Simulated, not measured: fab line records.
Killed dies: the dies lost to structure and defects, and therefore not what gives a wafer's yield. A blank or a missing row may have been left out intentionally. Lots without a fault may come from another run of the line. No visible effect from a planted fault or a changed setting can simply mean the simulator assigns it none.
fab line records	flow n5_finfet
record lots=5	wafers=15	last_day=21
route steps=1938 shown PMOS_HMC_CHANNEL_EPI@58 FIN_SAQP@90 PASSIVATION@1936
lots with no fault: from the same line, run without faults
start_h: hours from the record's first day to the start of the lot's first wafer shown	wait_h: how many hours have passed since the lot's step before this one	" the same as in the row above	L1.1+2: a single row standing in for several wafers	- value missing, or start not given	* or withheld: withheld	< > ~ a bound
route shown NAME@n: NAME is a module with steps in the file, n the number in the route of the first one	usual: average and standard deviation across the fault-free wafers	same: alike in all rows	chamber/n: place in a boat	sites: per-site readings	_std_site: standard deviation of those values	_edge_site: the outer-site mean with the inner-site mean subtracted	radius_mm: for every site, how far away it sits from the centre of the wafer	mask NAME#n: copy n	behind: the tool/chamber that last shaped the wafer	hold: what put the lot on hold/how long, in hours/how the hold closed	device: transistor that didn't switch, given as n, p or np	end of line: the tests these same wafers got at the end of their route	step lacking rows: just its recipe	killed: not the wafer's yield, but the dies lost to structure and defects at the first sort	map: per-die view of a wafer (x killed, . not killed, _ where there is no die)
set.NAME: the setting as run; set.NAME@STEP: as run at that earlier step	model.NAME: the simulator's own value behind a step, which no gauge read
certain route steps with their lots: each step a table, each wafer a row
services: when a tool's chamber went out of use (start_h, in hours from the record's first day, below 0 if earlier), for how many hours, and the reason
## steps
# step N5_PMOS_HMC_CHANNEL_EPI_COAT_31
# recipe resist=BARC	temp_c=205	time_s=60	spin_rpm=1500	resist_thk_nm=66
# step N5_PMOS_HMC_CHANNEL_EPI_COAT_03
# recipe resist=CAR-ArF-block	spin_rpm=1500	resist_thk_nm=205
# step N5_PMOS_HMC_CHANNEL_EPI_EBR_05
# recipe solvent=PGMEA	ebr_width_mm=1.5
# step N5_PMOS_HMC_CHANNEL_EPI_SOFTBAKE_04
# recipe temp_c=110	time_s=60	resist=CAR-ArF-block
# step N5_PMOS_HMC_CHANNEL_EPI_EXPOSE_06
# recipe mask_id=PMOS_HMC_BLK	na=1.35	source_shape=conventional	sigma_outer=0.8	polarization=unpolarized	target_cd_nm=240	dose_mj=41
# step N5_PMOS_HMC_CHANNEL_EPI_PEB_07
# recipe peb_temp_c=110	peb_time_s=60	resist=CAR-ArF-block
# step N5_PMOS_HMC_CHANNEL_EPI_DEVELOP_08
# recipe develop_time_s=30	developer=TMAH	resist=CAR-ArF-block	dev_temp_c=23	rinse_liquid=diw	dry=air_spin
# step N5_PMOS_HMC_CHANNEL_EPI_CD_MEAS_09
# recipe target_cd_nm=237.4	landing_energy_ev=500	detector=se_inlens
# usual cd_nm=237.6/1.1
lot.wafer	tool	chamber	start_h	wait_h	cd_nm
L855.1	cd_sem-03	0	65.44	-	239.6
L855.2	"	0	"	"	237.1
L855.5	"	0	"	"	237.8
L858.1	cd_sem-01	0	82.98	-	239.2
L858.5	"	0	"	"	237.9
L858.6	"	0	"	"	239.3
L863.1	cd_sem-02	0	113.12	-	237.0
L863.2	"	0	"	"	238.6
L863.5	"	0	"	"	238.8
L864.1	cd_sem-01	0	120.39	-	236.2
L864.2	"	0	"	"	237.5
L864.6	"	0	"	"	236.5
L866.1	cd_sem-03	0	131.73	-	238.6
L866.4	"	0	"	"	236.9
L866.5	"	0	"	"	237.3
# step N5_PMOS_HMC_CHANNEL_EPI_OVL_MEAS_10
# recipe points_per_wafer=44
# usual PMOS_HMC_BLK_OVL=-0.4/0.85
lot.wafer	tool	chamber	start_h	wait_h	PMOS_HMC_BLK_OVL[nm]
L855.1	overlay-01	0	65.47	0.0	0.4
L855.2	"	0	"	"	-1.6
L855.5	"	0	"	"	0.6
L858.1	overlay-02	0	83.01	0.0	-1.3
L858.5	"	0	"	"	-1.0
L858.6	"	0	"	"	-2.3
L863.1	overlay-02	0	113.15	0.0	-0.6
L863.2	"	0	"	"	-0.8
L863.5	"	0	"	"	-1.1
L864.1	overlay-02	0	120.42	0.0	0.7
L864.2	"	0	"	"	-0.1
L864.6	"	0	"	"	-0.1
L866.1	overlay-02	0	131.76	0.0	-1.5
L866.4	"	0	"	"	-0.5
L866.5	"	0	"	"	-2.4
# step N5_PMOS_HMC_CHANNEL_EPI_INSPECT_11
# recipe mode=adi	inspect_instrument=macro
# usual raw_defect_count=1.9/1.4
lot.wafer	tool	chamber	start_h	wait_h	raw_defect_count
L855.1	defect_inspect-01	-	65.49	0.0	2
L855.2	"	-	"	"	0
L855.5	"	-	"	"	1
L858.1	defect_inspect-02	-	83.03	0.0	0
L858.5	"	-	"	"	0
L858.6	"	-	"	"	4
L863.1	defect_inspect-02	-	113.17	0.0	1
L863.2	"	-	"	"	1
L863.5	"	-	"	"	0
L864.1	defect_inspect-01	-	120.45	0.0	3
L864.2	"	-	"	"	3
L864.6	"	-	"	"	1
L866.1	defect_inspect-02	-	131.78	0.0	5
L866.4	"	-	"	"	4
L866.5	"	-	"	"	3
# step N5_PMOS_HMC_CHANNEL_EPI_DESCUM_14
# recipe chemistry=O2	time_s=7.9	source_power_w=50	bias_power_w=20	pressure_mtorr=20	rf_frequency_hz=2.712e+07	temp_c=40	resist=CAR-ArF-block	o2_flow_sccm=225
# step N5_PMOS_HMC_CHANNEL_EPI_ETCH_32
# recipe chemistry=N2/H2	target=BARC	stop_on=SiO2	target_depth_a=858	over_etch_frac=0.3	time_s=50.3	ion_energy_ev=200	mask_material=CAR-ArF-block	pressure_mtorr=30	source_w=840	bias_w=150	n2_flow_sccm=200	h2_flow_sccm=200
# step N5_PMOS_HMC_CHANNEL_EPI_HM_OPEN_15
# recipe chemistry=CHF3/O2	target=SiO2	mask_material=CAR-ArF-block	target_depth_a=406	CHF3_flow_sccm=50	O2_flow_sccm=5	Ar_flow_sccm=200	time_s=20.3	pressure_mtorr=30	source_w=650	bias_w=170	ion_energy_ev=200
# usual drypump_motor_current_A=5.6/0.5	oes_product_au=0.78/0.064	rf_vpp_V=536/15	showerhead_plenum_p_Torr=2.43/0.091	throttle_valve_pct=18.93/0.24
lot.wafer	tool	chamber	start_h	wait_h	drypump_motor_current_A	oes_product_au	rf_hours_counter_h	rf_vpp_V	showerhead_plenum_p_Torr	throttle_valve_pct
L855.1	rie_diel-05	0	65.60	0.0	5.0	0.75	144	545	2.31	18.97
L855.2	"	3	"	"	5.8	0.77	143	527	2.32	18.78
L855.5	"	0	"	"	5.0	0.75	-	546	2.31	18.97
L858.1	rie_diel-06	2	83.14	0.0	5.5	0.74	188	516	2.41	18.87
L858.5	"	2	"	"	5.6	0.74	-	516	2.41	18.88
L858.6	"	1	"	"	5.5	0.86	-	531	2.52	18.41
L863.1	rie_diel-02	3	113.29	0.0	5.7	0.85	56	564	2.33	19.04
L863.2	"	2	"	"	5.0	0.72	196	518	2.47	18.82
L863.5	"	0	"	"	4.8	0.70	-	534	2.27	19.25
L864.1	rie_diel-06	1	120.56	0.0	5.6	0.84	57	531	2.52	18.44
L864.2	"	3	"	"	6.1	0.69	243	535	2.48	19.26
L864.6	"	0	"	"	5.8	0.79	-	540	2.43	19.05
L866.1	rie_diel-02	3	131.89	0.0	5.7	0.85	60	565	2.33	19.02
L866.4	"	0	"	"	4.9	0.71	218	533	2.27	19.24
L866.5	"	0	"	"	4.8	0.72	-	533	2.27	19.25
# step N5_PMOS_HMC_CHANNEL_EPI_STRIP_33
# recipe chemistry=N2/H2	power_w=500	temp_c=40	pressure_mtorr=50	rf_frequency_hz=6e+07	overash_fraction=0.3	bias_power_w=8	h2_frac=0.5	n2_flow_sccm=300	h2_flow_sccm=300
# usual drypump_motor_current_A=5.6/0.5	oes_product_au=0.78/0.072	rf_vpp_V=54.2/1.7	showerhead_plenum_p_Torr=3.39/0.12	throttle_valve_pct=19.1/0.56
# same overash_fraction=0.3
lot.wafer	tool	chamber	start_h	wait_h	drypump_motor_current_A	oes_product_au	rf_hours_counter_h	rf_vpp_V	showerhead_plenum_p_Torr	throttle_valve_pct
L855.1	rie_diel-05	0	65.66	0.0	5.0	0.74	144	52.1	3.22	19.0
L855.2	"	3	"	"	5.7	0.75	143	53.6	3.24	18.8
L855.5	"	0	"	"	5.0	0.74	-	54.7	3.22	19.0
L858.1	rie_diel-06	2	83.20	0.0	5.6	0.74	188	55.2	3.32	19.0
L858.5	"	2	"	"	5.6	0.74	-	51.9	3.32	19.0
L858.6	"	1	"	"	5.6	0.86	-	54.8	3.52	18.2
L863.1	rie_diel-02	3	113.34	0.0	5.7	0.87	56	53.2	3.32	20.2
L863.2	"	2	"	"	5.1	0.74	196	53.0	3.47	19.0
L863.5	"	0	"	"	4.8	0.71	-	53.3	3.17	19.5
L864.1	rie_diel-06	1	120.61	0.0	5.6	0.85	57	54.5	3.52	18.2
L864.2	"	3	"	"	6.1	0.67	243	55.3	3.44	19.1
L864.6	"	0	"	"	5.8	0.82	-	55.2	3.40	19.2
L866.1	rie_diel-02	3	131.95	0.0	5.7	0.88	60	57.3	3.31	20.2
L866.4	"	0	"	"	4.8	0.71	218	56.1	3.17	19.5
L866.5	"	0	"	"	4.9	0.72	-	55.2	3.17	19.5
# step N5_PMOS_HMC_CHANNEL_EPI_STRIP_17
# recipe chemistry=SPM	time_s=750	temp_c=130	h2so4_h2o2_vol_ratio=4	dry=ipa_marangoni
# step N5_PMOS_HMC_CHANNEL_EPI_ETCH_38
# recipe chemistry=CF4	target=SiO2	target_depth_a=15	ion_energy_ev=350	pressure_mtorr=10	icp_w=800	bias_w=400	cf4_flow_sccm=80
# step N5_PMOS_HMC_CHANNEL_EPI_FIN_RECESS_16
# recipe chemistry=HBr/Cl2	target=Si	mask_material=SiO2	target_depth_a=540	time_s=18	pressure_mtorr=10	icp_w=800	bias_w=75	HBr_flow_sccm=150	Cl2_flow_sccm=80
# step N5_PMOS_HMC_CHANNEL_EPI_PRECLEAN_36
# recipe chemistry=O3/DIW	time_s=45	temp_c=22	o3_ppm=10
# step N5_PMOS_HMC_CHANNEL_EPI_PRECLEAN_18
# recipe chemistry=DHF	time_s=30	temp_c=25	dilution=withheld
# step N5_PMOS_HMC_CHANNEL_EPI_SRD_19
# recipe dry=ipa_marangoni	do_ppb=5	time_s=30	temp_c=23	rinse_liquid=diw
# step N5_PMOS_HMC_CHANNEL_EPI_EPI_20
# recipe material=SiGe30	mask_material=SiO2	pressure_torr=20	target_thk_a=590	temp_c=600
# step N5_PMOS_HMC_CHANNEL_EPI_HM_STRIP_35
# recipe chemistry=dHF	temp_c=25	material=SiO2	target=SiO2	target_depth_a=396	time_s=216
# step N5_PMOS_HMC_CHANNEL_EPI_SRD_39
# recipe dry=ipa_marangoni	time_s=30	temp_c=23	rinse_liquid=diw
# step N5_PMOS_HMC_CHANNEL_EPI_CMP_21
# recipe material=SiGe30	post_cmp_clean=alkaline_brush	target_thk_nm=54
# usual motor_current_A=12.2/0.93	pad_life_wafers=1255/750	retaining_ring_pressure_frac=1.000/0.005
lot.wafer	tool	chamber	start_h	wait_h	motor_current_A	pad_life_wafers	retaining_ring_pressure_frac
L855.1	cmp-04	3	67.53	0.1	14.0	1951	0.992
L855.2	"	0	"	"	11.3	1952	1.011
L855.5	"	3	"	"	12.7	-	1.004
L858.1	cmp-01	2	85.14	0.1	11.7	867	0.993
L858.5	"	3	"	"	11.6	-	0.995
L858.6	"	0	"	"	12.9	-	1.001
L863.2	cmp-04	2	115.17	0.0	12.1	2244	1.009
L863.1	"	1	"	"	11.5	2247	1.000
L863.5	"	3	"	"	13.2	-	0.999
L864.1	cmp-04	2	122.48	0.1	12.3	7	0.996
L864.2	"	3	"	"	13.7	8	0.996
L864.6	"	1	"	"	11.6	-	0.999
L866.4	cmp-04	2	133.89	0.0	12.3	42	0.997
L866.1	"	1	"	"	11.8	45	1.006
L866.5	"	3	"	"	13.8	-	0.997
# step N5_PMOS_HMC_CHANNEL_EPI_THK_MEAS_22
# recipe reads=SiGe30_of_PMOS_HMC_CHANNEL_EPI_EPI_20
# usual HMC_CMP_THK=53.4/1.4
lot.wafer	tool	chamber	start_h	wait_h	HMC_CMP_THK[nm]
L855.1	film_metro-02	-	67.78	-	51.3
L855.2	"	-	"	"	54.4
L855.5	"	-	"	"	56.1
L858.1	film_metro-01	-	85.32	-	54.5
L858.5	"	-	"	"	56.9
L858.6	"	-	"	"	54.7
L863.1	film_metro-01	-	115.48	0.2	52.1
L863.2	"	-	"	"	52.6
L863.5	"	-	"	"	52.7
L864.1	film_metro-02	-	122.75	0.2	51.7
L864.2	"	-	"	"	51.4
L864.6	"	-	"	"	54.6
L866.1	film_metro-02	-	134.19	-	55.9
L866.4	"	-	"	"	52.0
L866.5	"	-	"	"	51.4
# step N5_PMOS_HMC_CHANNEL_EPI_PRECLEAN_40
# recipe chemistry=DHF	time_s=30	temp_c=25	dilution=withheld
# step N5_PMOS_HMC_CHANNEL_EPI_PRECLEAN_37
# recipe chemistry=O3/DIW	time_s=45	temp_c=22	o3_ppm=10
# step N5_PMOS_HMC_CHANNEL_EPI_PRECLEAN_24
# recipe chemistry=DHF	time_s=30	temp_c=25	dilution=withheld
# step N5_PMOS_HMC_CHANNEL_EPI_SRD_25
# recipe dry=ipa_marangoni	do_ppb=5	time_s=30	temp_c=23	rinse_liquid=diw
# step N5_PMOS_HMC_CHANNEL_EPI_EPI_26
# recipe material=Si	target_thk_a=38	temp_c=650	precursor=SiH4/H2	pressure_torr=20	time_s=22.7
# step N5_FIN_SAQP_PRECLEAN_42
# recipe chemistry=O3/DIW	time_s=60	temp_c=22	o3_ppm=10
# step N5_FIN_SAQP_PRECLEAN_00
# recipe chemistry=SC1	time_s=60	temp_c=55	mix=1:2:50
# step N5_FIN_SAQP_PRECLEAN_44
# recipe chemistry=SC2	time_s=45	temp_c=35	mix=1:1:50
# step N5_FIN_SAQP_SRD_01
# recipe dry=ipa_marangoni	time_s=30	temp_c=23	rinse_liquid=diw
# step N5_FIN_SAQP_ALD_61
# recipe material=SiO2	target_thk_a=40	temp_c=300	ald_precursor_family=BDEAS	ald_co_reactant=O2-plasma	pulse_time_s=1	purge_time_s=2	co_reactant_purge_time_s=2	ald_cycles=43	pressure_torr=2
# usual heater_power_w=472/53	precursor_pulse_height_rel=1.003/0.021
lot.wafer	tool	chamber	start_h	wait_h	heater_power_w	precursor_pulse_height_rel	since_wet_clean_h
L855.1	ald_sin-03	0	68.38	0.0	539	0.993	258
L855.2	"	1	"	"	499	1.003	258
L855.5	"	1	"	"	513	1.013	-
L858.1	ald_sin-03	0	86.42	0.5	535	1.029	276
L858.5	"	3	"	"	520	1.002	-
L858.6	"	0	"	"	529	1.006	-
L863.1	ald_sin-03	0	116.09	0.0	542	1.005	305
L863.2	"	1	"	"	497	0.989	305
L863.5	"	3	"	"	527	0.975	-
L864.1	ald_sin-04	1	123.46	0.0	549	1.038	115
L864.2	"	0	"	"	499	1.009	115
L864.6	"	1	"	"	561	1.012	-
L866.1	ald_sin-02	2	134.87	0.0	437	1.020	35
L866.4	"	0	"	"	354	0.979	35
L866.5	"	2	"	"	432	1.013	-
# step N5_FIN_SAQP_DENSIFY_62
# recipe temp_c=700	time_s=60	ambient=N2	idle_temp_c=600	ramp_up_c_per_s=150	ramp_down_c_per_s=60	cool_to_c=600
# step N5_FIN_SAQP_HM_DEP_03
# recipe material=SiNx	target_thk_a=380	temp_c=400	precursor=SiH4/NH3/N2	pressure_torr=1.5	rf_w=300	time_s=33.6
# usual heater_power_w=798/77	showerhead_plenum_p_Torr=5.14/0.054	throttle_valve_pct=40.7/2.8
lot.wafer	tool	chamber	start_h	wait_h	heater_power_w	showerhead_plenum_p_Torr	since_wet_clean_h	throttle_valve_pct
L855.1	pecvd-04	2	68.80	0.2	839	5.10	2041	39.1
L855.2	"	0	"	"	781	5.16	591	42.4
L855.5	"	0	"	"	803	5.16	-	42.3
L858.1	pecvd-02	0	87.09	0.2	646	5.13	1153	38.1
L858.5	"	1	"	"	742	5.18	-	41.1
L858.6	"	2	"	"	897	5.06	-	36.4
L863.1	pecvd-02	1	116.66	0.2	801	5.17	1908	41.0
L863.2	"	0	"	"	646	5.13	1183	38.4
L863.5	"	2	"	"	915	5.06	-	36.7
L864.1	pecvd-04	0	123.87	0.2	772	5.17	647	42.6
L864.2	"	1	"	"	715	5.17	1372	45.9
L864.6	"	2	"	"	864	5.10	-	39.2
L866.1	pecvd-03	0	135.28	0.2	707	5.23	839	42.1
L866.4	"	2	"	"	880	5.07	-	37.2
L866.5	"	0	"	"	716	5.22	-	41.9
# step N5_FIN_SAQP_THK_MEAS_05
# usual thk_nm=38.0/0.65
lot.wafer	tool	chamber	start_h	wait_h	thk_nm
L855.1	film_metro-02	-	68.89	0.1	36.8
L855.2	"	-	"	"	37.5
L855.5	"	-	"	"	37.5
L858.1	film_metro-02	-	87.18	0.1	37.8
L858.5	"	-	"	"	37.7
L858.6	"	-	"	"	38.2
L863.1	film_metro-02	-	116.75	0.1	37.5
L863.2	"	-	"	"	38.0
L863.5	"	-	"	"	37.6
L864.1	film_metro-02	-	123.96	0.1	37.7
L864.2	"	-	"	"	38.4
L864.6	"	-	"	"	39.2
L866.1	film_metro-02	-	135.37	0.1	37.8
L866.4	"	-	"	"	37.7
L866.5	"	-	"	"	37.7
# step N5_FIN_SAQP_PECVD_47
# recipe material=a-Si	target_thk_a=450	temp_c=400	precursor=SiH4/He	pressure_torr=3	rf_w=100	time_s=36.3
# step N5_FIN_SAQP_PECVD_48
# recipe material=SiNx	target_thk_a=250	temp_c=400	precursor=SiH4/NH3/N2	pressure_torr=1.5	rf_w=300	time_s=22.1
# usual heater_power_w=790/75	showerhead_plenum_p_Torr=5.13/0.062	throttle_valve_pct=40.2/2.7
lot.wafer	tool	chamber	start_h	wait_h	heater_power_w	showerhead_plenum_p_Torr	since_wet_clean_h	throttle_valve_pct
L855.1	pecvd-02	1	68.97	0.0	830	5.18	1860	41.1
L855.2	"	0	"	"	705	5.12	1135	37.9
L855.5	"	1	"	"	842	5.18	-	41.1
L858.1	pecvd-03	2	87.28	0.0	849	5.07	37	36.7
L858.5	"	2	"	"	851	5.07	-	36.7
L858.6	"	1	"	"	790	5.05	-	41.0
L863.1	pecvd-03	1	116.83	0.0	839	5.07	1546	41.1
L863.2	"	0	"	"	657	5.24	821	41.8
L863.5	"	0	"	"	678	5.23	-	41.9
L864.1	pecvd-02	2	124.04	0.0	938	5.08	436	36.5
L864.2	"	1	"	"	898	5.19	1915	41.3
L864.6	"	0	"	"	574	5.13	-	38.0
L866.1	pecvd-02	1	135.45	0.0	844	5.18	1927	40.9
L866.4	"	2	"	"	847	5.06	-	36.6
L866.5	"	0	"	"	668	5.13	-	38.4
# step N5_PASSIVATION_PROBE_49
# usual defect_limited_yield=90.9/1.6	killed_at_M0_to_M3=37/11	killed_at_M4_up=15/5.6	killed_at_contacts=13/6.4	killed_at_front_end=39/11	killed_at_other=4/3.1	killed_dies=107/19	killed_on_rim=14/4.3	killed_open=71/14	killed_short=34/7.8	sort_bin_5_function=5.3/1	sort_bin_6_memory=3.4/0.72	sort_bin_8_speed=0.0/0.42	sort_n_pass=1072/20	sort_yield_pct=90.9/1.7
# same gross_dies=1180	killed_at_back_side=0	sort_bin_4_leakage[%]=0
lot.wafer	tool	chamber	start_h	wait_h	defect_limited_yield[%]	killed_at_M0_to_M3	killed_at_M4_up	killed_at_contacts	killed_at_front_end	killed_at_other	killed_dies	killed_on_rim	killed_open	killed_short	sort_bin_5_function[%]	sort_bin_6_memory[%]	sort_bin_8_speed[%]	sort_n_pass	sort_yield_pct[%]
L855.1	prober-01	-	406.22	0.0	90.1	38	8	12	56	3	117	12	85	30	6.3	3.5	0	1063	90.1
L855.2	prober-01	-	406.27	0.1	91.1	36	8	11	46	4	105	14	63	41	5.5	3.0	0	1075	91.1
L855.5	prober-01	-	406.42	0.2	88.7	47	14	9	49	14	133	16	95	36	6.4	4.4	0	1047	88.7
L863.1	prober-01	-	447.75	0.0	90.6	34	14	22	39	2	111	12	69	40	4.9	3.8	0	1069	90.6
L863.2	prober-01	-	447.80	0.1	93.2	26	8	14	27	5	80	9	55	24	3.5	3.0	0	1100	93.2
L863.5	prober-01	-	447.95	0.2	92.5	27	9	22	29	1	88	8	52	35	4.7	2.2	0	1092	92.5
L858.1	prober-01	-	450.55	0.0	86.7	56	26	17	57	1	157	20	104	52	7.2	5.6	0.1	1023	86.7
L858.5	prober-01	-	450.75	0.2	89.2	43	15	14	52	3	127	14	80	44	6.8	3.4	0	1053	89.2
L858.6	prober-01	-	450.80	0.3	90.1	31	15	20	51	0	117	14	76	40	6.3	3.3	0	1063	90.1
L864.1	prober-01	-	473.83	0.0	91.5	34	8	20	36	2	100	7	65	34	5.0	3.1	0	1080	91.5
L864.2	prober-01	-	473.88	0.1	91.1	30	14	6	47	8	105	13	61	38	5.2	3.4	0	1075	91.1
L864.6	prober-01	-	474.08	0.3	87.5	24	22	12	82	8	148	29	76	25	7.0	4.3	0	1032	87.5
L866.1	prober-02	-	494.83	0.0	89.4	40	19	17	44	5	125	18	94	31	6.4	3.7	0	1055	89.4
L866.4	prober-02	-	494.98	0.2	89.9	28	15	21	54	1	119	15	90	27	5.8	4.1	0	1061	89.9
L866.5	prober-02	-	495.03	0.2	88.2	37	26	24	50	2	139	15	92	46	7.3	4.0	0	1041	88.2
# killed by level:class
L855.1 STI_FIN_REVEAL:geometric_particle:open=17 FIN_SAQP:geometric_particle:open=11 BEOL_M1:geometric_particle:open=10 BEOL_M3:geometric_particle:open=9 MOL_CONTACT_COAG:geometric_particle:open=8 BEOL_M2:geometric_particle:open=6 FIN_SAQP:geometric_particle:short=5 GATE_CUT:geometric_particle:short=5
L855.2 FIN_SAQP:geometric_particle:open=14 BEOL_M3:geometric_particle:open=9 MOL_CONTACT_COAG:geometric_particle:open=8 GATE_CUT:geometric_particle:short=6 BEOL_M0_SAQP:geometric_particle:open=6 STARTING-WAFER:geometric_particle:short=6 BEOL_M1:geometric_particle:open=5 BEOL_M4:geometric_particle:open=5
L855.5 STI_FIN_REVEAL:geometric_particle:open=16 FIN_SAQP:geometric_particle:open=15 BEOL_M3:geometric_particle:open=14 BEOL_M0_SAQP:geometric_particle:open=9 MOL_CONTACT_COAG:geometric_particle:open=8 BEOL_M0_SAQP:geometric_particle:short=6 BEOL_M0:geometric_particle:open=6 BEOL_M4:geometric_particle:open=6
L863.1 MOL_CONTACT_COAG:geometric_particle:open=14 FIN_SAQP:geometric_particle:open=10 BEOL_M0_SAQP:geometric_particle:open=9 BEOL_M1:geometric_particle:open=8 FIN_SAQP:geometric_particle:short=7 MOL_CONTACT_COAG:geometric_particle:short=7 BEOL_M4:geometric_particle:open=6 BEOL_M0_SAQP:geometric_particle:short=5
L863.2 MOL_CONTACT_COAG:geometric_particle:open=10 STI_FIN_REVEAL:geometric_particle:open=7 BEOL_M0_SAQP:geometric_particle:open=7 BEOL_M4:geometric_particle:open=7 GATE_CUT:geometric_particle:open=6 BEOL_M2:geometric_particle:open=5 BEOL_M0_SAQP:geometric_particle:short=4 MOL_CONTACT_COAG:geometric_particle:short=3
L863.5 MOL_CONTACT_COAG:geometric_particle:open=16 BEOL_M0_SAQP:geometric_particle:short=8 BEOL_M3:geometric_particle:open=7 STI_FIN_REVEAL:geometric_particle:open=6 DUMMY_GATE:geometric_particle:open=5 MOL_CONTACT_COAG:geometric_particle:short=5 DUMMY_GATE:geometric_particle:short=4 BEOL_M0_SAQP:geometric_particle:open=4
L858.1 STI_FIN_REVEAL:geometric_particle:open=21 BEOL_M0_SAQP:geometric_particle:open=21 BEOL_M4:geometric_particle:open=16 BEOL_M0_SAQP:geometric_particle:short=15 MOL_CONTACT_COAG:geometric_particle:open=11 FIN_SAQP:geometric_particle:open=8 STI_FIN_REVEAL:geometric_particle:short=7 MOL_CONTACT_COAG:geometric_particle:short=6
L858.5 MOL_CONTACT_COAG:geometric_particle:open=12 STI_FIN_REVEAL:geometric_particle:open=11 BEOL_M0_SAQP:geometric_particle:short=10 GATE_CUT:geometric_particle:short=9 BEOL_M3:geometric_particle:open=9 GATE_CUT:geometric_particle:open=8 BEOL_M4:geometric_particle:open=8 BEOL_M0_SAQP:geometric_particle:open=7
L858.6 MOL_CONTACT_COAG:geometric_particle:open=17 STI_FIN_REVEAL:geometric_particle:open=12 FIN_SAQP:geometric_particle:short=10 BEOL_M0_SAQP:geometric_particle:short=10 FIN_SAQP:geometric_particle:open=9 BEOL_M4:geometric_particle:open=8 BEOL_M0_SAQP:geometric_particle:open=7 BEOL_M2:geometric_particle:open=5
L864.1 MOL_CONTACT_COAG:geometric_particle:open=14 FIN_SAQP:geometric_particle:open=11 BEOL_M0_SAQP:geometric_particle:short=9 STI_FIN_REVEAL:geometric_particle:open=7 BEOL_M0_SAQP:geometric_particle:open=7 BEOL_M2:geometric_particle:open=7 MOL_CONTACT_COAG:geometric_particle:short=6 STI_FIN_REVEAL:geometric_particle:short=4
L864.2 BEOL_M3:geometric_particle:open=8 FIN_SAQP:geometric_particle:short=7 FIN_SAQP:geometric_particle:open=6 ILD0:geometric_particle:open=5 DUMMY_GATE:geometric_particle:short=4 DUMMY_GATE:geometric_particle:open=4 BEOL_M0_SAQP:geometric_particle:open=4 BEOL_M0:geometric_particle:open=4
L864.6 PMOS_HMC_CHANNEL_EPI:unspecified=43 MOL_CONTACT_COAG:geometric_particle:open=12 STI_FIN_REVEAL:geometric_particle:open=10 BEOL_M4:geometric_particle:open=10 FIN_SAQP:geometric_particle:open=9 GATE_CUT:geometric_particle:short=8 BEOL_M0_SAQP:geometric_particle:open=8 BEOL_M3:geometric_particle:open=6
L866.1 STI_FIN_REVEAL:geometric_particle:open=16 MOL_CONTACT_COAG:geometric_particle:open=14 BEOL_M0_SAQP:geometric_particle:open=11 BEOL_M4:geometric_particle:open=11 BEOL_M0_SAQP:geometric_particle:short=8 DUMMY_GATE:geometric_particle:open=7 BEOL_M2:geometric_particle:open=7 FIN_SAQP:geometric_particle:open=6
L866.4 MOL_CONTACT_COAG:geometric_particle:open=20 FIN_SAQP:geometric_particle:open=18 DUMMY_GATE:geometric_particle:open=9 BEOL_M4:geometric_particle:open=9 FIN_SAQP:geometric_particle:short=7 STI_FIN_REVEAL:geometric_particle:open=7 STI_FIN_REVEAL:geometric_particle:short=5 BEOL_M0_SAQP:geometric_particle:open=5
L866.5 MOL_CONTACT_COAG:geometric_particle:open=18 FIN_SAQP:geometric_particle:short=11 STI_FIN_REVEAL:geometric_particle:open=11 BEOL_M4:geometric_particle:open=8 BEOL_M0_SAQP:geometric_particle:short=7 BEOL_M0_SAQP:geometric_particle:open=7 BEOL_M3:geometric_particle:open=7 FIN_SAQP:geometric_particle:open=6
# map L864.6 (x killed, . not)
_________________......xxxxxx________________
______________x........x.xxxxxxx_____________
___________.....x......xx.xxxxxxxxx__________
__________..x.x...........xx.xxxxxxx_________
________xx..x.......x.....x.x.xx.xxx.._______
_______..x.x..............xx...x.x.....______
______.....xx....x...x......x..........._____
_____.....x..x.x...................x.....____
____................x...........x....x....___
___.x..............x.........x...........x.__
___.....x.x.........x......x..x.......x....__
__.........................................._
__.................x........................_
_..x............x.......x.................x..
_.......x..............x.........x.x.........
_.........x...x.....................x.x......
_.......x...............xx......xxx..........
_................x....x.................x....
_.x.......................................x..
_...........xx.x......x.....x................
_............x...............................
__.....................xx..........x......x._
__................................x....x...._
___...x....................................__
___..x..x...x.x.........x.x.....x..........__
____....x...........................x.....___
_____..............x.x.......x...xx......____
______x..............x.................._____
_______x.............x.........x.......______
________......x......x................_______
__________.....x..........x.x......._________
___________...xx..........x..x.....__________
______________.......xx........._____________
_________________.x.xx......x________________
# map L858.1 (x killed, . not)
_________________x...........________________
______________..xx..x.x........._____________
___________.x.......x..............__________
__________..x........x.............._________
________.....x..x..x........xx.....xx._______
_______...x....x........x.....x........______
______.x......x..x.....x............x..._____
_____x....x..................x......x....____
____.x..x....................x........x...___
___......x..xxx............................__
___..x.xx......x....x.........x.........x..__
__..xxx..x.....x..xx........x.....x.x......._
__.x..x.....x........x....x.....x........x.._
_..........x.x......xx...xx.....x.........x..
_.x.........x.x....x..x....x.....x......x.x..
_...x.........x.........x...x....x..x..x.....
_..x.x..x.............................x......
_.x..................x.................x.....
_......................x......x......x.......
_x......................x........x...........
_.....x...x..x................x.x............
__.....x.x.x.......xx...x......x............_
__....x.x....x.....x......x.........x......x_
___x.........x.......x...x...............x.__
___....xx...x.......xx..............x...xx.__
____...........x.........x.....x.........x___
_____....x......x.x...x......x...........____
______..............x.x.........x......._____
_______...x.x....................x...x.______
________.xx.x....x.........x.........._______
__________.................x.....x.._________
___________........................__________
______________...xx............._____________
_________________x.........x.________________
## services
tool	chamber	start_h	hours	kind
pecvd-02	2	44.45	6.1	repair
cmp-01	-	47.87	3.1	repair
ald_sin-02	0	59.77	3.7	repair
pecvd-04	-	61.37	0.5	repair
ald_sin-04	-	64.86	0.8	repair
cmp-01	-	70.35	2.1	repair
ald_sin-03	3	78.05	2.7	repair
ald_sin-02	-	81.95	0.8	pm
ald_sin-02	-	85.87	14.0	pm
ald_sin-02	0	85.87	14.0	vent_cycle
pecvd-03	0	86.17	2.1	scheduled_down
pecvd-02	2	91.69	5.5	scheduled_down
cmp-04	-	93.06	0.5	repair
rie_diel-05	-	95.09	0.1	repair
pecvd-02	-	98.74	1.0	repair
ald_sin-03	0	102.01	11.3	repair
cmp-01	-	102.15	0.5	repair
pecvd-02	-	106.63	5.5	pm
cmp-04	-	115.41	4.0	pm
cmp-04	-	119.41	-	consumable_replace:conditioner
cmp-04	-	119.41	-	consumable_replace:pad
ald_sin-04	3	122.15	16.0	repair
cmp-04	-	126.54	5.1	pm
pecvd-04	-	128.88	1.7	repair
## key
first_sign step=N5_PASSIVATION_PROBE_49	reading=killed_at_front_end	direction=up	sigmas=3.9	usual=39	struck=82
effect step=N5_PASSIVATION_PROBE_49	reading=killed_on_rim	direction=up	sigmas=3.5	usual=14	struck=29
more_kills_born_at N5_PMOS_HMC_CHANNEL_EPI_HM_OPEN_15@rie_diel-06=43
met_at N5_PMOS_HMC_CHANNEL_EPI_HM_OPEN_15
struck_wafers L864.6
fault kind=chamber_particle_source	tool=rie_diel-06	chamber=0	onset_h=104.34	steps=N5_PMOS_HMC_CHANNEL_EPI_HM_OPEN_15	rate_per_visit_cm2=0.48878	end_h=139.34
